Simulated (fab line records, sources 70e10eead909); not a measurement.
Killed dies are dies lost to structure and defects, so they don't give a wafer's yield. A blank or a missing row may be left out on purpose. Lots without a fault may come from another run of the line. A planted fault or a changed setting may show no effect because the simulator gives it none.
fab line records | flow nand_harc
record lots=24 wafers=72 last_day=24
route steps=1159 shown A_WL_FILL@824 A_CONTACT@840
lots that met no fault: from a run of the same line without faults
start_h: hours from the record's first day to the start of the lot's first wafer shown | wait_h: hours since the lot's step before | " the same as in the row above | L1.1+2: a row that stands for several wafers | - no value, or no start given | * or withheld: withheld | < > ~ a bound
route shown NAME@n: a module of which the file shows steps, and the number in the route of the first | usual: mean/standard deviation of fault-free wafers | same: alike in all rows | chamber/n: place in a boat | sites: the reading at each site | _std_site: their standard deviation | _edge_site: outer sites' mean less inner sites' | radius_mm: how far each site lies from the wafer's centre | mask NAME#n: copy n | behind: the tool/chamber that last shaped the wafer | hold: why the lot was held/for how many hours/how that ended | device: the transistor (n, p or np) that didn't switch | end of line: the same wafers' tests at the end of the route | a step without rows: its recipe alone | killed: dies lost to structure and defects at the first sort, not the wafer's yield | map: a wafer's dies, x killed, . not, _ none there
set.NAME: the setting as run; set.NAME@STEP: as run at that earlier step | model.NAME: the simulator's own value behind a step, which no gauge read
steps of the route over a sample of lots; a table a step, a row a wafer
services: from which hour (start_h, from the record's first day; less than 0 if before it) a tool's chamber was out of use, for how many hours, and why
## steps
# step NHARC_A_WL_FILL_STRIP_29
# recipe time_s=20 o2_flow_sccm=500 ar_flow_sccm=0 bias_w=0 chemistry=O2
# usual drypump_motor_current_A=5.7/0.41 oes_product_au=1.001/0.017 rf_vpp_V=57.8/0.89 showerhead_plenum_p_Torr=3.52/0.14 throttle_valve_pct=17.037/0.0089
# columns lot.wafer tool chamber start_h wait_h drypump_motor_current_A oes_product_au rf_hours_counter_h rf_vpp_V showerhead_plenum_p_Torr throttle_valve_pct
L074.1 rie_diel-06 2 336.41 0.1 5.3 0.999 2.3 56.8 3.62 17.031
L074.6 " 1 " " 6.3 0.985 - 58.9 3.48 17.048
L074.5 " 2 " " 5.3 1.001 - 58.0 3.62 17.041
L076.4 rie_diel-09 2 360.40 0.1 5.4 1.013 3.6 59.0 3.33 17.036
L076.6 " 2 " " 5.5 1.013 - 56.1 3.33 17.031
L076.5 " 3 " " 5.8 1.005 - 58.1 3.44 17.023
L075.3 rie_diel-06 0 366.11 0.1 5.8 0.980 2.8 58.5 3.63 17.027
L075.1 " 2 " " 5.3 1.008 2.8 57.5 3.62 17.048
L075.6 " 1 " " 6.3 0.982 - 58.1 3.48 17.041
L077.4 rie_diel-08 3 366.48 0.1 5.0 0.984 3.0 58.1 3.69 17.042
L077.1 " 0 " " 5.1 0.969 3.3 58.5 3.60 17.039
L077.6 " 3 " " 5.0 0.989 - 58.1 3.69 17.043
L078.1 rie_diel-06 2 368.67 0.1 5.4 1.027 2.8 57.4 3.62 17.019
L078.6 " 3 " " 6.0 1.003 - 57.1 3.75 17.042
L078.5 " 0 " " 5.8 0.991 - 58.8 3.64 17.018
L079.1 rie_diel-06 0 374.56 0.1 5.8 0.993 2.9 58.8 3.63 17.024
L079.2 " 1 " " 6.3 0.995 2.8 58.8 3.48 17.030
L079.6 " 3 " " 6.0 1.007 - 57.7 3.75 17.028
L082.1 rie_diel-09 3 394.35 0.1 5.8 1.034 4.4 58.3 3.44 17.046
L082.4 " 1 " " 6.4 1.029 4.8 58.2 3.30 17.022
L082.6 " 3 " " 5.7 1.020 - 56.6 3.44 17.043
L084.4 rie_diel-09 1 402.50 0.1 6.4 1.021 5.2 56.8 3.30 17.049
L084.2 " 3 " " 5.8 1.015 4.9 56.8 3.44 17.033
L084.6 " 1 " " 6.4 1.028 - 58.9 3.30 17.039
L081.3 rie_diel-09 1 406.13 0.1 6.4 1.036 5.2 57.4 3.30 17.041
L081.2 " 2 " " 5.5 1.021 5.3 58.2 3.33 17.032
L081.6 " 3 " " 5.8 1.015 - 56.5 3.44 17.025
L080.3 rie_diel-08 2 408.16 0.1 5.8 0.997 6.2 57.5 3.53 17.039
L080.1 " 0 " " 5.1 0.981 6.8 58.0 3.59 17.025
L080.5 " 1 " " 5.7 1.011 - 57.8 3.48 17.039
L083.1 rie_diel-09 1 408.18 0.1 6.4 1.028 5.2 57.9 3.30 17.038
L083.2 " 3 " " 5.8 1.012 4.9 57.7 3.44 17.062
L083.6 " 2 " " 5.5 1.027 - 56.7 3.33 17.035
L086.2 rie_diel-08 1 431.71 0.1 5.8 1.011 6.7 58.7 3.48 17.032
L086.1 " 3 " " 5.0 0.997 7.7 57.5 3.68 17.039
L086.5 " 1 " " 5.7 1.009 - 57.9 3.48 17.038
L087.1 rie_diel-06 1 431.72 0.1 6.3 1.007 0.0 57.9 3.48 17.027
L087.4 " 0 " " 5.8 0.994 0.0 59.5 3.63 17.037
L087.6 " 1 " " 6.2 1.006 - 56.3 3.48 17.042
L085.1 rie_diel-06 2 435.64 0.1 5.4 0.986 0.1 58.4 3.62 17.035
L085.3 " 0 " " 5.8 0.996 0.1 57.6 3.63 17.034
L085.2 " 1 " " 6.2 1.013 0.1 57.1 3.48 17.024
L088.3 rie_diel-06 0 435.77 0.1 5.8 1.000 0.2 58.9 3.63 17.048
L088.2 " 1 " " 6.3 1.011 0.1 57.5 3.48 17.032
L088.6 " 0 " " 5.8 0.996 - 58.8 3.63 17.025
L089.4 rie_diel-08 1 435.80 0.1 5.7 1.005 7.7 56.6 3.48 17.028
L089.1 " 2 " " 5.8 0.987 8.7 58.8 3.53 17.037
L089.6 " 1 " " 5.7 0.996 - 57.2 3.48 17.041
L091.4 rie_diel-08 2 440.69 0.1 5.8 0.995 8.8 57.6 3.53 17.041
L091.6 " 3 " " 5.0 1.008 - 57.3 3.68 17.052
L091.5 " 0 " " 5.1 0.963 - 59.2 3.59 17.035
L090.3 rie_diel-06 1 440.77 0.1 6.2 1.006 0.3 57.7 3.48 17.041
L090.1 " 2 " " 5.3 0.981 0.3 58.9 3.62 17.042
L090.6 " 0 " " 5.8 1.001 - 58.3 3.63 17.047
L093.2 rie_diel-06 2 455.57 0.1 5.4 0.997 0.5 58.5 3.62 17.023
L093.4 " 3 " " 6.0 1.002 0.5 59.4 3.75 17.036
L093.3 " 1 " " 6.3 1.002 0.4 55.0 3.48 17.037
L092.3 rie_diel-09 0 455.59 0.1 5.3 0.988 0.4 57.6 3.40 17.043
L092.6 " 3 " " 5.8 1.016 - 57.5 3.44 17.042
L092.4 " 1 " " 6.4 1.030 - 57.2 3.30 17.037
L094.1 rie_diel-06 2 472.11 0.1 5.3 0.985 0.9 56.6 3.62 17.027
L094.2 " 1 " " 6.3 0.986 0.9 58.2 3.48 17.031
L094.5 " 3 " " 6.0 0.991 - 58.4 3.75 17.030
L095.1 rie_diel-09 1 472.14 0.1 6.4 1.019 1.3 57.5 3.30 17.046
L095.3 " 2 " " 5.5 1.014 1.2 57.1 3.33 17.045
L095.6 " 1 " " 6.5 1.030 - 57.4 3.30 17.051
L096.2 rie_diel-09 3 485.34 0.1 5.8 1.020 1.7 59.1 3.43 17.036
L096.1 " 0 " " 5.3 0.984 1.7 58.9 3.40 17.046
L096.6 " 2 " " 5.5 1.009 - 57.2 3.33 17.037
L097.3 rie_diel-09 3 488.45 0.1 5.8 1.028 1.8 57.3 3.43 17.034
L097.4 " 1 " " 6.4 1.030 2.0 58.6 3.30 17.052
L097.6 " 3 " " 5.8 1.017 - 57.3 3.43 17.025
# step NHARC_A_CONTACT_DEP_24
# recipe target_thk_a=5000 temp_c=400 pressure_torr=6.5 rf_w=900 teos_flow_sccm=161.4 flow_sccm=2650 target_thk_nm=500 gas=O2 material=SiO2
# usual heater_power_outer_w=320/67 heater_power_w=593/120 throttle_valve_pct=15.97/0.29
# columns lot.wafer tool chamber start_h wait_h heater_power_outer_w heater_power_w throttle_valve_pct
L074.1 pecvd-03 2 347.72 0.1 328 584 15.43
L074.6 " 1 " " 370 605 15.96
L074.5 " 0 " " 357 595 15.69
L076.6 pecvd-02 0 372.43 0.6 247 427 15.63
L076.4 " 1 " " 446 849 15.95
L076.5 " 2 " " 336 648 16.25
L075.3 pecvd-03 2 377.72 0.1 276 537 15.58
L075.1 " 1 " " 261 461 15.96
L075.6 " 1 " " 293 503 15.98
L077.1 pecvd-02 1 378.03 0.1 300 671 15.74
L077.6 " 1 " " 341 707 15.41
L077.4 " 2 " " 352 672 16.46
L078.1 pecvd-02 1 383.17 0.2 444 852 15.83
L078.6 " 2 " " 297 584 16.47
L078.5 " 0 " " 229 407 15.88
L079.2 pecvd-03 2 387.37 0.1 232 471 15.35
L079.1 " 0 " " 358 609 15.99
L079.6 " 1 " " 341 580 16.32
L082.1 pecvd-03 0 405.96 0.1 271 491 15.81
L082.4 " 1 " " 317 536 15.98
L082.6 " 2 " " 256 512 15.99
L084.2 pecvd-04 1 414.13 0.1 313 627 15.85
L084.6 " 0 " " 471 792 15.88
L084.4 " 1 " " 328 649 15.80
L081.3 pecvd-04 0 417.72 0.1 455 769 16.00
L081.2 " 1 " " 227 505 15.85
L081.6 " 0 " " 463 793 16.01
L083.2 pecvd-02 2 418.38 0.1 280 575 16.41
L083.1 " 0 " " 288 491 15.83
L083.6 " 1 " " 298 648 15.71
L080.3 pecvd-02 0 422.49 0.1 279 491 16.14
L080.1 " 1 " " 393 780 15.75
L080.5 " 0 " " 293 494 15.88
L087.1 pecvd-02 2 442.80 0.1 265 551 16.69
L087.6 " 2 " " 295 594 16.42
L087.4 " 1 " " 383 766 15.98
L086.2 pecvd-03 2 442.84 0.1 279 524 15.90
L086.1 " 0 " " 344 582 16.21
L086.5 " 1 " " 259 459 16.06
L089.1 pecvd-03 0 450.94 0.2 336 585 15.99
L089.6 " 2 " " 325 609 16.03
L089.4 " 0 " " 363 606 16.00
L085.1 pecvd-02 1 451.38 0.1 428 830 15.89
L085.2 " 2 " " 317 590 16.31
L085.3 " 0 " " 201 372 15.94
L088.3 pecvd-03 0 455.11 0.1 324 556 15.73
L088.2 " 1 " " 270 474 16.29
L088.6 " 0 " " 344 587 15.98
L091.6 pecvd-02 0 458.62 0.3 226 408 15.69
L091.5 " 1 " " 372 775 16.02
L091.4 " 2 " " 341 650 16.55
L090.1 pecvd-02 1 459.39 0.1 377 754 15.69
L090.3 " 2 " " 330 632 16.63
L090.6 " 0 " " 288 496 15.63
L092.3 pecvd-04 2 466.84 0.1 279 541 15.97
L092.4 " 1 " " 296 583 16.12
L092.6 " 2 " " 294 564 15.98
L093.2 pecvd-03 2 467.10 0.2 267 525 15.92
L093.3 " 1 " " 352 577 15.84
L093.4 " 2 " " 284 544 15.73
L094.1 pecvd-02 1 483.64 0.2 436 814 15.97
L094.2 " 2 " " 312 602 16.44
L094.5 " 2 " " 336 631 16.33
L095.3 pecvd-04 0 483.67 0.1 485 789 16.37
L095.1 " 1 " " 315 650 15.97
L095.6 " 0 " " 480 822 16.18
L096.2 pecvd-02 1 500.96 0.1 342 720 15.93
L096.1 " 2 " " 269 554 16.51
L096.6 " 2 " " 300 597 16.66
L097.3 pecvd-04 0 505.36 0.1 497 826 16.32
L097.6 " 2 " " 283 543 16.16
L097.4 " 0 " " 521 832 16.05
# step NHARC_A_CONTACT_ETCH_112
# recipe source_w=withheld pressure_mtorr=20 bias_v=3000 time_s=94 target_depth_a=9220 ar_flow_sccm=withheld c4f8_flow_sccm=withheld o2_flow_sccm=withheld chemistry=C4F8/O2/Ar
# columns lot.wafer tool chamber start_h wait_h rf_hours_counter_h
L074.1 har_cap_etch-03 1 355.88 0.2 79
L074.6 " 0 " " -
L074.5 " 1 " " -
L076.4 har_cap_etch-01 1 378.02 0.1 -
L076.6 " 0 " " -
L076.5 " 1 " " -
L075.1 har_cap_etch-02 0 382.78 0.2 11
L075.3 " 1 " " -
L075.6 " 0 " " -
L077.1 har_cap_etch-03 0 384.14 0.2 84
L077.4 " 1 " " -
L077.6 " 1 " " -
L078.1 har_cap_etch-03 0 388.42 0.2 85
L078.5 " 0 " " -
L078.6 " 1 " " -
L079.2 har_cap_etch-01 0 392.94 0.2 59
L079.1 " 1 " " 59
L079.6 " 1 " " -
L082.1 har_cap_etch-02 1 411.14 0.2 17
L082.4 " 1 " " -
L082.6 " 1 " " -
L084.2 har_cap_etch-03 0 421.94 0.1 89
L084.4 " 1 " " -
L084.6 " 1 " " -
L081.2 har_cap_etch-02 1 423.57 0.2 18
L081.3 " 0 " " -
L081.6 " 0 " " -
L083.1 har_cap_etch-01 1 424.44 0.2 63
L083.2 " 0 " " 63
L083.6 " 1 " " -
L080.1 har_cap_etch-02 0 427.52 0.1 19
L080.3 " 1 " " -
L080.5 " 1 " " -
L087.1 har_cap_etch-02 1 447.86 0.2 23
L087.4 " 1 " " -
L087.6 " 0 " " -
L086.1 har_cap_etch-01 0 448.35 0.2 68
L086.2 " 1 " " 68
L086.5 " 1 " " -
L089.1 har_cap_etch-01 0 456.19 0.2 69
L089.4 " 0 " " -
L089.6 " 1 " " -
L085.1 har_cap_etch-02 0 457.41 0.2 25
L085.2 " 1 " " 25
L085.3 " 0 " " -
L088.2 har_cap_etch-03 0 460.28 0.2 95
L088.3 " 0 " " -
L088.6 " 0 " " -
L091.4 har_cap_etch-03 0 464.19 0.2 -
L091.5 " 1 " " -
L091.6 " 0 " " -
L090.1 har_cap_etch-02 0 465.68 0.1 27
L090.3 " 1 " " -
L090.6 " 0 " " -
L092.3 har_cap_etch-03 1 473.95 0.2 -
L092.4 " 0 " " -
L092.6 " 0 " " -
L093.2 har_cap_etch-02 1 475.92 0.1 29
L093.4 " 0 " " -
L093.3 " 1 " " -
L094.1 har_cap_etch-01 0 491.72 0.2 78
L094.2 " 1 " " 78
L094.5 " 1 " " -
L095.1 har_cap_etch-03 0 492.83 0.1 103
L095.3 " 0 " " -
L095.6 " 1 " " -
L096.1 har_cap_etch-02 0 506.55 0.2 34
L096.2 " 1 " " 34
L096.6 " 1 " " -
L097.4 har_cap_etch-01 0 510.75 0.1 -
L097.3 " 1 " " -
L097.6 " 0 " " -
# step NHARC_A_CONTACT_ETCH_119
# recipe source_w=withheld pressure_mtorr=20 bias_v=3000 time_s=94 target_depth_a=9220 ar_flow_sccm=withheld c4f8_flow_sccm=withheld o2_flow_sccm=withheld chemistry=C4F8/O2/Ar
# columns lot.wafer tool chamber start_h wait_h rf_hours_counter_h
L074.1 har_cap_etch-03 1 356.72 0.1 79
L074.6 " 0 " " -
L074.5 " 1 " " -
L076.4 har_cap_etch-01 1 378.65 0.1 -
L076.6 " 0 " " -
L076.5 " 1 " " -
L075.1 har_cap_etch-02 0 383.42 0.1 12
L075.3 " 1 " " -
L075.6 " 0 " " -
L077.1 har_cap_etch-03 0 384.99 0.1 85
L077.4 " 1 " " -
L077.6 " 1 " " -
L078.1 har_cap_etch-03 0 389.26 0.1 86
L078.5 " 0 " " -
L078.6 " 1 " " -
L079.2 har_cap_etch-01 0 393.58 0.1 59
L079.1 " 1 " " 59
L079.6 " 1 " " -
L082.1 har_cap_etch-02 1 411.77 0.1 17
L082.4 " 1 " " -
L082.6 " 1 " " -
L084.2 har_cap_etch-03 0 422.57 0.1 90
L084.4 " 1 " " -
L084.6 " 1 " " -
L081.2 har_cap_etch-02 1 424.21 0.1 19
L081.3 " 0 " " -
L081.6 " 0 " " -
L083.1 har_cap_etch-01 1 425.07 0.1 64
L083.2 " 0 " " 64
L083.6 " 1 " " -
L080.1 har_cap_etch-02 0 428.16 0.1 20
L080.3 " 1 " " -
L080.5 " 1 " " -
L087.1 har_cap_etch-02 1 448.49 0.1 23
L087.4 " 1 " " -
L087.6 " 0 " " -
L086.1 har_cap_etch-01 0 448.98 0.1 69
L086.2 " 1 " " 69
L086.5 " 1 " " -
L089.1 har_cap_etch-01 0 456.82 0.1 70
L089.4 " 0 " " -
L089.6 " 1 " " -
L085.1 har_cap_etch-02 0 458.05 0.1 26
L085.2 " 1 " " 26
L085.3 " 0 " " -
L088.2 har_cap_etch-03 0 461.12 0.1 96
L088.3 " 0 " " -
L088.6 " 0 " " -
L091.4 har_cap_etch-03 0 465.03 0.1 -
L091.5 " 1 " " -
L091.6 " 0 " " -
L090.1 har_cap_etch-02 0 466.31 0.1 28
L090.3 " 1 " " -
L090.6 " 0 " " -
L092.3 har_cap_etch-03 1 474.80 0.1 -
L092.4 " 0 " " -
L092.6 " 0 " " -
L093.2 har_cap_etch-02 1 476.56 0.1 29
L093.4 " 0 " " -
L093.3 " 1 " " -
L094.1 har_cap_etch-01 0 492.35 0.1 78
L094.2 " 1 " " 78
L094.5 " 1 " " -
L095.1 har_cap_etch-03 0 493.46 0.1 104
L095.3 " 0 " " -
L095.6 " 1 " " -
L096.1 har_cap_etch-02 0 507.18 0.1 34
L096.2 " 1 " " 34
L096.6 " 1 " " -
L097.4 har_cap_etch-01 0 511.38 0.1 -
L097.3 " 1 " " -
L097.6 " 0 " " -
# step NHARC_A_CONTACT_ETCH_102
# recipe target_depth_a=700 overetch_a=70 time_s=38.5 ion_energy_ev=100 cf4_flow_sccm=80 o2_flow_sccm=20 ar_flow_sccm=0 rf_w=300 bias_w=100 chemistry=CF4/O2
# usual cf4_flow_sccm=80.01/0.27 drypump_motor_current_A=5.6/0.53 oes_product_au=0.997/0.013 rf_vpp_V=198.1/1.1 showerhead_plenum_p_Torr=1.35/0.042 throttle_valve_pct=13.398/0.0091
# columns lot.wafer tool chamber start_h wait_h cf4_flow_sccm drypump_motor_current_A oes_product_au rf_hours_counter_h rf_vpp_V showerhead_plenum_p_Torr throttle_valve_pct
L074.1 rie_diel-04 3 359.51 0.2 79.83 5.4 1.026 9 199.8 1.40 13.401
L074.6 " 3 " " 79.64 5.5 1.018 - 199.3 1.40 13.404
L074.5 " 0 " " 80.18 5.9 1.010 - 197.1 1.32 13.396
L076.4 rie_diel-07 2 380.17 0.1 80.30 6.5 0.995 - 196.8 1.31 13.393
L076.5 " 0 " " 80.14 5.1 0.993 - 200.4 1.43 13.409
L076.6 " 1 " " 79.68 4.9 0.980 - 197.5 1.35 13.394
L075.3 rie_diel-04 2 384.96 0.1 79.92 5.8 1.019 13 198.9 1.37 13.403
L075.1 " 0 " " 80.25 6.0 1.006 12 197.9 1.32 13.386
L075.6 " 1 " " 80.00 5.1 0.983 - 198.4 1.33 13.401
L077.4 rie_diel-07 3 386.80 0.1 80.24 5.1 0.999 52 196.8 1.34 13.383
L077.1 " 1 " " 79.72 4.9 0.986 58 198.3 1.35 13.401
L077.6 " 2 " " 79.98 6.6 1.007 - 196.3 1.31 13.398
L078.1 rie_diel-04 1 390.98 0.1 79.90 5.0 0.984 14 198.8 1.33 13.390
L078.6 " 0 " " 79.70 5.9 1.013 - 198.2 1.32 13.410
L078.5 " 1 " " 79.95 5.0 0.977 - 198.8 1.33 13.408
L079.2 rie_diel-04 3 395.07 0.1 80.36 5.4 1.015 16 199.1 1.40 13.382
L079.1 " 0 " " 80.14 6.0 1.009 14 196.7 1.32 13.405
L079.6 " 2 " " 80.14 5.8 1.010 - 198.6 1.37 13.392
L082.4 rie_diel-04 1 413.25 0.1 80.07 5.1 0.995 18 197.8 1.32 13.404
L082.1 " 0 " " 79.85 6.0 1.018 18 198.5 1.32 13.409
L082.6 " 1 " " 79.90 5.1 0.981 - 197.0 1.32 13.398
L084.2 rie_diel-07 3 424.04 0.1 80.00 5.1 0.990 3 197.1 1.34 13.394
L084.4 " 0 " " 79.63 5.1 0.982 3 198.4 1.43 13.395
L084.6 " 2 " " 80.14 6.6 0.982 - 196.3 1.31 13.403
L081.2 rie_diel-05 0 425.69 0.1 79.82 6.3 0.987 30 197.6 1.30 13.405
L081.3 " 1 " " 80.12 5.2 0.989 26 199.7 1.42 13.391
L081.6 " 0 " " 80.11 6.3 0.987 - 196.5 1.30 13.386
L083.1 rie_diel-04 3 426.55 0.0 80.00 5.5 1.016 22 199.5 1.40 13.404
L083.2 " 0 " " 80.14 5.9 1.006 21 197.7 1.32 13.395
L083.6 " 0 " " 79.56 5.9 1.011 - 197.7 1.32 13.390
L080.1 rie_diel-07 0 429.68 0.1 80.33 5.0 0.979 5 199.2 1.43 13.390
L080.3 " 1 " " 80.13 4.9 0.984 6 197.6 1.35 13.406
L080.5 " 0 " " 80.44 5.1 0.984 - 200.1 1.43 13.392
L087.1 rie_diel-04 3 450.09 0.1 79.71 5.4 1.013 25 198.3 1.40 13.403
L087.6 " 1 " " 79.51 5.1 0.975 - 196.4 1.32 13.373
L087.4 " 3 " " 79.95 5.4 1.020 - 201.0 1.40 13.393
L086.1 rie_diel-04 3 450.63 0.1 80.09 5.5 1.010 25 198.5 1.40 13.397
L086.2 " 2 " " 79.94 5.8 1.011 24 199.2 1.37 13.392
L086.5 " 2 " " 80.10 5.8 1.014 - 199.4 1.37 13.395
L089.4 rie_diel-07 0 458.56 0.1 80.34 5.1 0.989 15 199.1 1.43 13.391
L089.1 " 3 " " 79.56 5.1 0.989 14 197.1 1.34 13.402
L089.6 " 1 " " 79.75 4.9 0.989 - 196.8 1.35 13.394
L085.3 rie_diel-05 1 459.72 0.1 79.57 5.3 0.980 38 200.7 1.42 13.401
L085.1 " 2 " " 80.44 6.3 0.993 40 197.2 1.35 13.397
L085.2 " 0 " " 79.64 6.3 0.994 43 198.9 1.30 13.381
L088.3 rie_diel-04 2 463.60 0.4 79.56 5.8 1.000 29 198.6 1.37 13.390
L088.2 " 0 " " 79.52 6.0 1.013 27 196.9 1.31 13.396
L088.6 " 1 " " 80.26 5.1 0.970 - 198.0 1.32 13.382
L091.4 rie_diel-05 3 466.97 0.2 80.43 6.3 1.008 47 199.0 1.29 13.381
L091.5 " 2 " " 80.39 6.3 0.993 - 198.8 1.35 13.413
L091.6 " 3 " " 80.27 6.3 1.008 - 196.2 1.29 13.397
L090.1 rie_diel-05 2 467.81 0.1 80.09 6.3 0.992 45 196.5 1.35 13.410
L090.3 " 0 " " 80.19 6.3 0.984 47 196.7 1.30 13.405
L090.6 " 2 " " 79.72 6.2 0.989 - 197.7 1.35 13.393
L092.4 rie_diel-04 3 476.53 0.1 79.82 5.4 0.995 1 199.4 1.40 13.401
L092.3 " 0 " " 80.31 5.9 1.018 1 196.5 1.31 13.395
L092.6 " 0 " " 80.19 6.0 1.010 - 196.8 1.31 13.405
L093.3 rie_diel-07 3 478.09 0.1 79.75 5.2 0.995 24 197.9 1.33 13.395
L093.2 " 0 " " 79.90 5.1 0.979 26 200.4 1.42 13.402
L093.4 " 1 " " 79.75 4.9 0.982 28 197.8 1.34 13.397
L094.2 rie_diel-04 2 494.00 0.1 79.75 5.8 1.010 3 198.7 1.37 13.409
L094.1 " 3 " " 80.00 5.5 0.996 4 199.7 1.39 13.379
L094.5 " 2 " " 80.04 5.7 1.006 - 198.2 1.37 13.413
L095.3 rie_diel-04 2 494.94 0.1 80.37 5.8 1.019 4 199.1 1.37 13.396
L095.1 " 3 " " 80.04 5.5 1.008 4 199.1 1.39 13.401
L095.6 " 1 " " 79.90 5.1 1.009 - 196.5 1.32 13.405
L096.2 rie_diel-05 2 508.66 0.1 79.94 6.3 0.993 58 197.9 1.35 13.393
L096.1 " 0 " " 80.19 6.3 0.983 62 195.3 1.30 13.401
L096.6 " 1 " " 79.97 5.3 0.994 - 198.5 1.42 13.401
L097.3 rie_diel-05 1 512.83 0.1 79.95 5.3 0.991 60 199.1 1.42 13.407
L097.4 " 2 " " 79.52 6.3 0.996 59 197.9 1.35 13.402
L097.6 " 2 " " 79.71 6.3 0.991 - 199.4 1.35 13.397
# step NHARC_A_CONTACT_STRIP_55
# recipe o2_flow_sccm=500 ar_flow_sccm=0 bias_w=0 chemistry=O2
# usual drypump_motor_current_A=5.6/0.53 oes_product_au=0.998/0.015 rf_vpp_V=57.9/0.87 showerhead_plenum_p_Torr=3.57/0.11 throttle_valve_pct=17.037/0.008
# columns lot.wafer tool chamber start_h wait_h drypump_motor_current_A oes_product_au rf_hours_counter_h rf_vpp_V showerhead_plenum_p_Torr throttle_valve_pct
L074.1 rie_diel-04 3 - - 5.4 1.017 9 56.9 3.69 17.042
L074.6 " 3 " " 5.4 1.022 - 58.2 3.69 17.029
L074.5 " 0 " " 6.0 1.011 - 57.4 3.49 17.040
L076.5 rie_diel-07 0 - - 5.1 0.989 - 58.6 3.78 17.037
L076.6 " 1 " " 4.9 0.980 - 58.4 3.57 17.043
L076.4 " 2 " " 6.6 0.996 - 57.4 3.47 17.030
L075.1 rie_diel-04 1 - - 5.1 0.978 13 58.7 3.51 17.041
L075.3 " 0 " " 6.0 1.019 12 59.2 3.48 17.049
L075.6 " 2 " " 5.8 1.017 - 59.0 3.62 17.045
L077.4 rie_diel-07 1 - - 4.9 0.993 60 58.4 3.57 17.031
L077.1 " 3 " " 5.2 0.996 53 57.5 3.54 17.032
L077.6 " 0 " " 5.1 0.991 - 59.3 3.77 17.033
L078.1 rie_diel-04 3 - - 5.5 1.010 15 57.8 3.69 17.030
L078.6 " 2 " " 5.8 1.010 - 59.1 3.62 17.031
L078.5 " 3 " " 5.5 1.010 - 57.9 3.69 17.039
L079.1 rie_diel-04 2 - - 5.9 1.000 15 57.9 3.62 17.030
L079.2 " 3 " " 5.5 1.003 16 57.5 3.69 17.029
L079.6 " 0 " " 6.0 1.000 - 57.5 3.48 17.022
L082.1 rie_diel-04 3 - - 5.5 1.006 19 59.1 3.69 17.027
L082.4 " 1 " " 5.1 0.976 18 57.6 3.50 17.041
L082.6 " 0 " " 6.0 1.003 - 57.7 3.48 17.048
L084.4 rie_diel-07 1 - - 4.9 0.989 5 56.2 3.56 17.033
L084.2 " 2 " " 6.6 0.989 5 57.6 3.46 17.042
L084.6 " 1 " " 4.9 0.992 - 58.0 3.57 17.050
L081.2 rie_diel-05 1 - - 5.2 0.978 26 58.4 3.75 17.028
L081.3 " 0 " " 6.3 0.973 30 57.5 3.45 17.034
L081.6 " 2 " " 6.3 1.001 - 57.0 3.58 17.040
L083.2 rie_diel-04 3 - - 5.4 1.017 22 59.3 3.69 17.043
L083.1 " 0 " " 6.0 1.016 21 57.6 3.48 17.037
L083.6 " 2 " " 5.8 1.006 - 58.5 3.62 17.058
L080.1 rie_diel-07 3 - - 5.1 0.996 5 57.8 3.53 17.043
L080.3 " 0 " " 5.1 0.978 5 58.7 3.77 17.045
L080.5 " 0 " " 5.1 0.986 - 57.9 3.77 17.035
L087.1 rie_diel-04 1 - - 5.1 0.981 25 58.6 3.50 17.031
L087.6 " 1 " " 5.1 0.978 - 56.8 3.50 17.029
L087.4 " 2 " " 5.8 1.007 - 59.2 3.61 17.049
L086.1 rie_diel-04 3 - - 5.4 1.015 25 57.9 3.69 17.038
L086.2 " 1 " " 5.1 0.978 25 57.6 3.50 17.036
L086.5 " 2 " " 5.8 1.000 - 57.1 3.61 17.033
L089.4 rie_diel-07 1 - - 4.9 0.994 17 58.2 3.56 17.033
L089.1 " 3 " " 5.1 0.999 14 57.7 3.53 17.035
L089.6 " 0 " " 5.0 0.984 - 57.9 3.76 17.041
L085.1 rie_diel-05 2 - - 6.3 1.008 40 58.0 3.57 17.031
L085.2 " 0 " " 6.3 1.005 43 56.5 3.44 17.040
L085.3 " 1 " " 5.2 0.985 38 57.6 3.75 17.025
L088.2 rie_diel-04 3 - - 5.5 1.021 30 57.4 3.68 17.021
L088.3 " 0 " " 6.0 1.023 27 56.2 3.48 17.033
L088.6 " 1 " " 5.1 0.977 - 57.8 3.50 17.041
L091.4 rie_diel-05 2 - - 6.3 0.998 45 56.7 3.57 17.037
L091.5 " 3 " " 6.3 1.021 - 58.4 3.42 17.035
L091.6 " 0 " " 6.3 0.992 - 56.7 3.44 17.029
L090.3 rie_diel-05 3 - - 6.3 1.004 47 58.2 3.42 17.030
L090.1 " 1 " " 5.2 0.988 43 57.5 3.75 17.039
L090.6 " 3 " " 6.3 1.020 - 59.2 3.42 17.025
L092.4 rie_diel-04 3 - - 5.4 0.999 1 57.8 3.68 17.038
L092.3 " 1 " " 5.1 0.997 0 57.1 3.50 17.044
L092.6 " 3 " " 5.5 1.000 - 58.6 3.68 17.036
L093.3 rie_diel-07 1 - - 4.9 0.990 28 57.1 3.55 17.026
L093.2 " 3 " " 5.2 0.996 24 59.6 3.52 17.028
L093.4 " 0 " " 5.1 0.983 26 58.0 3.76 17.040
L094.1 rie_diel-04 3 - - 5.4 1.002 4 58.1 3.68 17.041
L094.2 " 1 " " 5.1 1.000 3 57.3 3.49 17.039
L094.5 " 0 " " 5.9 1.005 - 56.7 3.47 17.010
L095.3 rie_diel-04 3 - - 5.5 1.004 4 58.1 3.68 17.045
L095.1 " 0 " " 6.0 1.018 4 56.0 3.47 17.040
L095.6 " 2 " " 5.8 1.031 - 58.1 3.61 17.023
L096.2 rie_diel-05 3 - - 6.3 1.004 61 58.3 3.41 17.045
L096.1 " 0 " " 6.3 0.990 62 56.4 3.43 17.032
L096.6 " 2 " " 6.3 1.008 - 55.8 3.56 17.038
L097.3 rie_diel-05 1 - - 5.2 0.994 60 58.4 3.74 17.043
L097.4 " 2 " " 6.3 1.002 60 56.5 3.56 17.037
L097.6 " 1 " " 5.3 0.990 - 59.0 3.74 17.043
## services
# columns tool chamber start_h hours kind
rie_diel-04 0 317.84 13.0 repair
rie_diel-05 - 321.33 2.1 repair
pecvd-02 - 334.67 13.0 pm
rie_diel-05 0 337.34 6.3 repair
rie_diel-05 - 340.62 9.0 pm
pecvd-03 - 346.53 1.1 repair
rie_diel-09 - 349.07 0.5 repair
rie_diel-08 1 374.74 5.0 repair
pecvd-04 - 376.37 13.0 pm
rie_diel-07 3 379.10 4.6 repair
rie_diel-05 3 379.32 4.2 repair
pecvd-04 - 393.66 0.8 repair
rie_diel-06 - 418.20 9.0 pm
rie_diel-09 3 419.53 2.0 repair
pecvd-03 0 420.83 2.2 repair
rie_diel-09 - 431.10 9.0 pm
rie_diel-04 0 449.74 7.2 repair
rie_diel-09 2 450.12 10.6 repair
rie_diel-08 0 451.13 4.8 repair
rie_diel-04 - 466.09 9.0 pm
pecvd-03 - 473.12 13.0 pm
rie_diel-06 0 478.18 7.4 repair
rie_diel-07 - 485.60 0.7 repair
rie_diel-06 2 503.02 16.0 repair
## key
fault none
